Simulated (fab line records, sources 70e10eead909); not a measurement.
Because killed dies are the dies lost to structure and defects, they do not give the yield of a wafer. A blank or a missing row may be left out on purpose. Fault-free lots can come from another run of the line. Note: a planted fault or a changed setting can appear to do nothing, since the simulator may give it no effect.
Chamber matching ; flow nand_harc ; NHARC_A_WL_FILL_STRIP_29 on rie_diel-10 has 4 sister chambers
The step strips in O2, time 20 s. 4 wafers are shown with their chamber, then 11 later ones without.

== EACH WAFER AND ITS CHAMBER ==
wafer;chamber;showerhead_plenum_p_Torr (Torr)
L080.1;2;3.44
L083.4;1;3.42
L083.5;0;3.75
L086.1;3;3.59

== WAFERS WITH NO CHAMBER GIVEN ==
wafer;showerhead_plenum_p_Torr (Torr)
L086.2;3.42
L086.5;3.44
L088.1;3.44
L088.2;3.42
L088.3;3.59
L093.3;3.75
L093.4;3.41
L093.5;3.41
L097.1;3.59
L097.4;3.75
L097.5;3.43

== WHICH CHAMBER EACH WENT THROUGH ==
wafer;from the rows above;in truth
L086.2;1;1
L086.5;2;2
L088.1;2;2
L088.2;1;1
L088.3;3;3
L093.3;0;0
L093.4;1;1
L093.5;1;1
L097.1;3;3
L097.4;0;0
L097.5;can't be placed: 2 or 1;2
Correct placement for 10 of the 11. Cannot be placed on the basis of these rows: 1; the candidates contain the true chamber in 1. 0 placed wrongly.
How it was worked out, from the rows above alone: a wafer's distance from a chamber is the root of the sum, over the readings, of the square of ((its reading less the chamber's mean) divided by the reading's scatter). If the next closest chamber is less than 2 further off than the closest, the wafer can't be placed; otherwise it belongs to the closest. A chamber's mean is the mean of its shown wafers. The scatter: root of mean squared gap, hidden wafer to nearest shown wafer, with one shown wafer a chamber.
